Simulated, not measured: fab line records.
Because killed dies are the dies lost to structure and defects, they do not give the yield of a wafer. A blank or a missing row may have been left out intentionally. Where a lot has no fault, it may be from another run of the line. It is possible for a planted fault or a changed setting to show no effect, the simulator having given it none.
Which tool did it? / flow n5 finfet / 8 lots with 24 wafers sampled at 8 steps, on a route of 1938 steps

## WHAT EACH GAUGE READ, for each wafer
N5_BEOL_M2_OCD_MEAS_38.
lot=L836; measured=day 7 04:19; on=ocd-01; trench depth nm (nm)=55.7 55.7 55.5
lot=L840; measured=day 8 07:13; on=ocd-02; trench depth nm (nm)=56.0 60.6 60.6
lot=L845; measured=day 9 09:17; on=ocd-02; trench depth nm (nm)=60.1 56.5 60.3
lot=L849; measured=day 10 09:06; on=ocd-01; trench depth nm (nm)=55.8 53.2 55.2
lot=L856; measured=day 12 03:48; on=ocd-01; trench depth nm (nm)=51.7 54.0 56.7
lot=L857; measured=day 12 11:38; on=ocd-01; trench depth nm (nm)=54.9 55.4 56.0
lot=L855; measured=day 12 12:04; on=ocd-01; trench depth nm (nm)=57.0 54.2 54.0
lot=L858; measured=day 12 15:44; on=ocd-02; trench depth nm (nm)=55.7 53.5 56.1

N5_BEOL_M2_CD_MEAS_35: target cd 18 nm, target cd y 22.2 nm.
lot=L836; measured=day 7 04:28; on=cd sem-01; cd nm (nm)=18.29 18.22 18.76
lot=L840; measured=day 8 07:22; on=cd sem-01; cd nm (nm)=18.42 18.65 18.41
lot=L845; measured=day 9 09:27; on=cd sem-02; cd nm (nm)=18.22 18.03 18.21
lot=L849; measured=day 10 09:16; on=cd sem-02; cd nm (nm)=17.64 17.99 18.35
lot=L856; measured=day 12 03:57; on=cd sem-01; cd nm (nm)=17.72 18.34 17.69
lot=L857; measured=day 12 11:52; on=cd sem-03; cd nm (nm)=18.27 17.90 17.89
lot=L855; measured=day 12 12:13; on=cd sem-01; cd nm (nm)=18.20 17.90 17.59
lot=L858; measured=day 12 15:53; on=cd sem-01; cd nm (nm)=17.84 17.42 17.90

N5_BEOL_M2_THK_MEAS_53: measures by xrf.
lot=L836; measured=day 7 07:58; on=film metro-01; M2_THK (nm)=40.6 40.1 40.6
lot=L840; measured=day 8 11:10; on=film metro-01; M2_THK (nm)=41.0 48.6 46.2
lot=L845; measured=day 9 13:20; on=film metro-01; M2_THK (nm)=47.1 42.3 46.1
lot=L849; measured=day 10 12:44; on=film metro-02; M2_THK (nm)=42.0 38.8 42.0
lot=L856; measured=day 12 07:47; on=film metro-01; M2_THK (nm)=35.2 38.4 41.2
lot=L857; measured=day 12 16:12; on=film metro-02; M2_THK (nm)=38.9 40.6 39.6
lot=L855; measured=day 12 16:49; on=film metro-01; M2_THK (nm)=42.7 39.1 40.9
lot=L858; measured=day 12 19:29; on=film metro-02; M2_THK (nm)=37.7 35.0 39.9

N5_BEOL_M2_RS_MEAS_58: measures by four-point-probe.
lot=L836; measured=day 7 08:14; on=film metro-02; M2_RS (ohm/sq)=0.67 0.68 0.67
lot=L840; measured=day 8 11:26; on=film metro-01; M2_RS (ohm/sq)=0.66 0.54 0.57
lot=L845; measured=day 9 13:36; on=film metro-01; M2_RS (ohm/sq)=0.55 0.63 0.57
lot=L849; measured=day 10 13:09; on=film metro-01; M2_RS (ohm/sq)=0.64 0.71 0.64
lot=L856; measured=day 12 08:02; on=film metro-02; M2_RS (ohm/sq)=0.80 0.71 0.65
lot=L857; measured=day 12 16:29; on=film metro-02; M2_RS (ohm/sq)=0.71 0.67 0.69
lot=L855; measured=day 12 17:06; on=film metro-02; M2_RS (ohm/sq)=0.62 0.70 0.66
lot=L858; measured=day 12 19:46; on=film metro-01; M2_RS (ohm/sq)=0.72 0.79 0.68

N5_BEOL_M4_RC_MEAS_101.
lot=L836; measured=day 8 04:54; on=prober-01; DIBL_N (mV/V)=34.3 38.8 36.5; DIBL_P (mV/V)=33.6 39.7 35.2; IOFF_N (nA/um)=0.129 0.233 0.155; IOFF_P (nA/um)=0.19 0.29 0.22; ION_N (uA/um)=660 687 672; ION_P (uA/um)=462 468 457; SS_N (mV/dec)=71.6 72.8 72.1; SS_P (mV/dec)=72.8 74.8 73.3; VT_N (mV)=250.5 243.2 251.0; VT_P (mV)=-248 -244 -247
lot=L840; measured=day 9 14:31; on=prober-01; DIBL_N (mV/V)=37.4 37.1 35.0; DIBL_P (mV/V)=35.6 36.0 33.4; IOFF_N (nA/um)=0.178 0.178 0.136; IOFF_P (nA/um)=0.20 0.21 0.16; ION_N (uA/um)=674 686 664; ION_P (uA/um)=456 458 448; SS_N (mV/dec)=71.8 71.6 71.7; SS_P (mV/dec)=73.3 73.6 72.4; VT_N (mV)=247.8 249.2 253.0; VT_P (mV)=-255 -253 -255
lot=L845; measured=day 10 14:10; on=prober-02; DIBL_N (mV/V)=35.7 34.4 33.6; DIBL_P (mV/V)=35.9 34.8 33.0; IOFF_N (nA/um)=0.157 0.137 0.122; IOFF_P (nA/um)=0.21 0.20 0.17; ION_N (uA/um)=667 666 648; ION_P (uA/um)=456 463 452; SS_N (mV/dec)=71.3 70.3 71.2; SS_P (mV/dec)=73.0 73.0 71.8; VT_N (mV)=250.1 248.8 253.3; VT_P (mV)=-247 -248 -251
lot=L849; measured=day 11 14:25; on=prober-01; DIBL_N (mV/V)=35.7 35.4 36.0; DIBL_P (mV/V)=36.0 35.7 36.0; IOFF_N (nA/um)=0.171 0.163 0.169; IOFF_P (nA/um)=0.24 0.23 0.24; ION_N (uA/um)=692 673 684; ION_P (uA/um)=476 466 470; SS_N (mV/dec)=71.6 71.1 72.0; SS_P (mV/dec)=72.6 72.9 72.7; VT_N (mV)=245.1 247.9 247.9; VT_P (mV)=-247 -244 -246
lot=L856; measured=day 13 03:45; on=prober-02; DIBL_N (mV/V)=40.2 35.4 37.4; DIBL_P (mV/V)=39.1 34.9 37.0; IOFF_N (nA/um)=0.228 0.132 0.165; IOFF_P (nA/um)=0.27 0.19 0.22; ION_N (uA/um)=677 672 682; ION_P (uA/um)=468 462 465; SS_N (mV/dec)=72.5 70.7 71.2; SS_P (mV/dec)=74.4 72.5 73.3; VT_N (mV)=246.0 252.0 247.7; VT_P (mV)=-248 -254 -249
lot=L857; measured=day 13 21:41; on=prober-01; DIBL_N (mV/V)=36.2 35.4 34.2; DIBL_P (mV/V)=37.0 37.1 34.5; IOFF_N (nA/um)=0.186 0.171 0.136; IOFF_P (nA/um)=0.23 0.22 0.18; ION_N (uA/um)=670 690 660; ION_P (uA/um)=458 465 451; SS_N (mV/dec)=72.1 71.6 71.1; SS_P (mV/dec)=73.9 74.4 72.8; VT_N (mV)=245.1 248.0 251.7; VT_P (mV)=-248 -250 -253
lot=L855; measured=day 13 21:21; on=prober-02; DIBL_N (mV/V)=36.1 37.1 37.0; DIBL_P (mV/V)=34.4 36.0 36.6; IOFF_N (nA/um)=0.142 0.142 0.158; IOFF_P (nA/um)=0.15 0.17 0.18; ION_N (uA/um)=664 643 674; ION_P (uA/um)=450 441 450; SS_N (mV/dec)=70.9 71.9 71.8; SS_P (mV/dec)=72.8 73.1 73.2; VT_N (mV)=249.5 253.3 248.2; VT_P (mV)=-258 -254 -255
lot=L858; measured=day 14 04:16; on=prober-02; DIBL_N (mV/V)=36.1 35.0 38.2; DIBL_P (mV/V)=36.2 35.4 39.4; IOFF_N (nA/um)=0.149 0.136 0.190; IOFF_P (nA/um)=0.18 0.17 0.24; ION_N (uA/um)=665 678 675; ION_P (uA/um)=456 459 462; SS_N (mV/dec)=71.0 70.9 71.5; SS_P (mV/dec)=72.9 73.7 74.2; VT_N (mV)=252.6 253.1 249.5; VT_P (mV)=-253 -255 -248

## WHAT TOOL EACH LOT RAN ON (gives the tool, then ch and the chambers of the sampled wafers, and finally the start)
lot=L836; N5_BEOL_M2_STRIP_19=rie diel-06 ch 1,2, day 7 02:52; N5_BEOL_M2_TRENCH_ETCH_37=rie diel-06 ch 1,2,3, day 7 04:10; N5_BEOL_M2_PRE_CLEAN_45=pvd sputter-02, day 7 04:36
lot=L840; N5_BEOL_M2_STRIP_19=rie diel-01 ch 0,2,3, day 8 02:16; N5_BEOL_M2_TRENCH_ETCH_37=rie diel-06 ch 2,3, day 8 07:03; N5_BEOL_M2_PRE_CLEAN_45=pvd sputter-03, day 8 07:54
lot=L845; N5_BEOL_M2_STRIP_19=rie diel-01 ch 1,3, day 9 03:37; N5_BEOL_M2_TRENCH_ETCH_37=rie diel-06 ch 1,3, day 9 09:08; N5_BEOL_M2_PRE_CLEAN_45=pvd sputter-03, day 9 10:08
lot=L849; N5_BEOL_M2_STRIP_19=rie diel-05 ch 1,3, day 10 02:14; N5_BEOL_M2_TRENCH_ETCH_37=rie diel-01 ch 0,1,2, day 10 08:57; N5_BEOL_M2_PRE_CLEAN_45=pvd sputter-03, day 10 09:31
lot=L856; N5_BEOL_M2_STRIP_19=rie diel-06 ch 2,3, day 11 22:46; N5_BEOL_M2_TRENCH_ETCH_37=rie diel-01 ch 0,1,2, day 12 03:38; N5_BEOL_M2_PRE_CLEAN_45=pvd sputter-02, day 12 04:08
lot=L857; N5_BEOL_M2_STRIP_19=rie diel-05 ch 0,1, day 12 04:14; N5_BEOL_M2_TRENCH_ETCH_37=rie diel-06 ch 0,3, day 12 11:28; N5_BEOL_M2_PRE_CLEAN_45=pvd sputter-02, day 12 12:28
lot=L855; N5_BEOL_M2_STRIP_19=rie diel-01 ch 0,1, day 12 09:07; N5_BEOL_M2_TRENCH_ETCH_37=rie diel-06 ch 0,1, day 12 11:55; N5_BEOL_M2_PRE_CLEAN_45=pvd sputter-01, day 12 12:51
lot=L858; N5_BEOL_M2_STRIP_19=rie diel-01 ch 0,2, day 12 13:13; N5_BEOL_M2_TRENCH_ETCH_37=rie diel-05 ch 1,2,3, day 12 15:35; N5_BEOL_M2_PRE_CLEAN_45=pvd sputter-02, day 12 16:19
- N5_BEOL_M2_STRIP_19: strips in O2.
- N5_BEOL_M2_TRENCH_ETCH_37: etches SiOC in C4F6/O2, target depth 55.555 nm, time 29.2 s.
- N5_BEOL_M2_PRE_CLEAN_45: time 30 s.

## AS READ BY THE TOOLS THEMSELVES (means over the sampled wafers that have a number; for cases with no such wafer, the mark the record gives instead)
N5_BEOL_M2_STRIP_19.
lot=L836; tool=rie diel-06; drypump motor current A (A)=5.6; oes product au (a.u.)=0.71; rf vpp V (V)=3.7; showerhead plenum p Torr (Torr)=2.02; throttle valve pct (%)=16.81
lot=L840; tool=rie diel-01; drypump motor current A (A)=5.7; oes product au (a.u.)=0.73; rf vpp V (V)=3.8; showerhead plenum p Torr (Torr)=2.12; throttle valve pct (%)=16.60
lot=L845; tool=rie diel-01; drypump motor current A (A)=5.6; oes product au (a.u.)=0.71; rf vpp V (V)=3.4; showerhead plenum p Torr (Torr)=2.07; throttle valve pct (%)=16.73
lot=L849; tool=rie diel-05; drypump motor current A (A)=6.1; oes product au (a.u.)=0.87; rf vpp V (V)=3.5; showerhead plenum p Torr (Torr)=2.19; throttle valve pct (%)=16.74
lot=L856; tool=rie diel-06; drypump motor current A (A)=5.6; oes product au (a.u.)=0.71; rf vpp V (V)=3.9; showerhead plenum p Torr (Torr)=2.06; throttle valve pct (%)=16.84
lot=L857; tool=rie diel-05; drypump motor current A (A)=5.7; oes product au (a.u.)=0.79; rf vpp V (V)=3.7; showerhead plenum p Torr (Torr)=2.01; throttle valve pct (%)=16.84
lot=L855; tool=rie diel-01; drypump motor current A (A)=5.9; oes product au (a.u.)=0.70; rf vpp V (V)=3.8; showerhead plenum p Torr (Torr)=2.07; throttle valve pct (%)=16.78
lot=L858; tool=rie diel-01; drypump motor current A (A)=6.0; oes product au (a.u.)=0.89; rf vpp V (V)=3.7; showerhead plenum p Torr (Torr)=2.12; throttle valve pct (%)=16.36

N5_BEOL_M2_TRENCH_ETCH_37.
lot=L836; tool=rie diel-06; drypump motor current A (A)=5.7; oes_f_703_au (a.u.)=0.75; oes_o_777_au (a.u.)=0.75; oes product au (a.u.)=0.75; rf fwd power W (W)=349.9; rf vpp V (V)=671; showerhead plenum p Torr (Torr)=2.84; throttle valve pct (%)=20.98
lot=L840; tool=rie diel-06; drypump motor current A (A)=5.7; oes_f_703_au (a.u.)=0.90; oes_o_777_au (a.u.)=0.89; oes product au (a.u.)=0.79; rf fwd power W (W)=406.6; rf vpp V (V)=629; showerhead plenum p Torr (Torr)=2.88; throttle valve pct (%)=20.88
lot=L845; tool=rie diel-06; drypump motor current A (A)=5.7; oes_f_703_au (a.u.)=0.89; oes_o_777_au (a.u.)=0.88; oes product au (a.u.)=0.78; rf fwd power W (W)=408.4; rf vpp V (V)=629; showerhead plenum p Torr (Torr)=2.92; throttle valve pct (%)=21.05
lot=L849; tool=rie diel-01; drypump motor current A (A)=6.0; oes_f_703_au (a.u.)=0.72; oes_o_777_au (a.u.)=0.72; oes product au (a.u.)=0.71; rf fwd power W (W)=349.9; rf vpp V (V)=658; showerhead plenum p Torr (Torr)=2.86; throttle valve pct (%)=20.85
lot=L856; tool=rie diel-01; drypump motor current A (A)=6.0; oes_f_703_au (a.u.)=0.81; oes_o_777_au (a.u.)=0.81; oes product au (a.u.)=0.80; rf fwd power W (W)=349.8; rf vpp V (V)=658; showerhead plenum p Torr (Torr)=2.85; throttle valve pct (%)=20.74
lot=L857; tool=rie diel-06; drypump motor current A (A)=5.8; oes_f_703_au (a.u.)=0.74; oes_o_777_au (a.u.)=0.75; oes product au (a.u.)=0.75; rf fwd power W (W)=349.6; rf vpp V (V)=673; showerhead plenum p Torr (Torr)=2.95; throttle valve pct (%)=20.95
lot=L855; tool=rie diel-06; drypump motor current A (A)=5.9; oes_f_703_au (a.u.)=0.79; oes_o_777_au (a.u.)=0.80; oes product au (a.u.)=0.79; rf fwd power W (W)=348.6; rf vpp V (V)=661; showerhead plenum p Torr (Torr)=2.90; throttle valve pct (%)=20.89
lot=L858; tool=rie diel-05; drypump motor current A (A)=5.7; oes_f_703_au (a.u.)=0.83; oes_o_777_au (a.u.)=0.83; oes product au (a.u.)=0.83; rf fwd power W (W)=350.6; rf vpp V (V)=665; showerhead plenum p Torr (Torr)=2.96; throttle valve pct (%)=20.89

N5_BEOL_M2_PRE_CLEAN_45.
lot=L836; tool=pvd sputter-02; heater power w (W)=346
lot=L840; tool=pvd sputter-03; heater power w (W)=339
lot=L845; tool=pvd sputter-03; heater power w (W)=322
lot=L849; tool=pvd sputter-03; heater power w (W)=311
lot=L856; tool=pvd sputter-02; heater power w (W)=347
lot=L857; tool=pvd sputter-02; heater power w (W)=306
lot=L855; tool=pvd sputter-01; heater power w (W)=306
lot=L858; tool=pvd sputter-02; heater power w (W)=344

## THE ANSWER, worked out from the rows above alone
Rule: the lots themselves supply what counts as usual. The widest of any qualifying gaps counts: lots, ordered by their means at a reading, are off when they make up no more than a third of the lots, leave a main group of 4 or more, and stand apart from it by 3 or more times the standard deviation of that group's means. A main group is skipped when, at the precision printed for the reading in the tables above, its means are all equal. Also off: a lot with no number at a reading for which 4 or more lots have one. The other lots that the step has rows for count as sound. The gauges are gone through in route order, then the tools' own readings, and for those a lot's mean is taken as printed above. The first step at which some lot is off is used, and at that step the reading that is off furthest; a lot without a number counts as furthest.
Off: L840, L845, at N5_BEOL_M2_OCD_MEAS_38 (trench depth nm). The main group: mean 55.0 nm, standard deviation 0.49.
If a tool, at a process step before that reading, ran all the lots that are off and no sound lot after the first of them, it fits. The gauges at N5_BEOL_M2_OCD_MEAS_38 aren't tried: what is off there is off at N5_BEOL_M2_THK_MEAS_53 too, on other tools, and a gauge's error can't cause that. No candidate that was tried fits.

## WHAT THE SIMULATOR PUT IN
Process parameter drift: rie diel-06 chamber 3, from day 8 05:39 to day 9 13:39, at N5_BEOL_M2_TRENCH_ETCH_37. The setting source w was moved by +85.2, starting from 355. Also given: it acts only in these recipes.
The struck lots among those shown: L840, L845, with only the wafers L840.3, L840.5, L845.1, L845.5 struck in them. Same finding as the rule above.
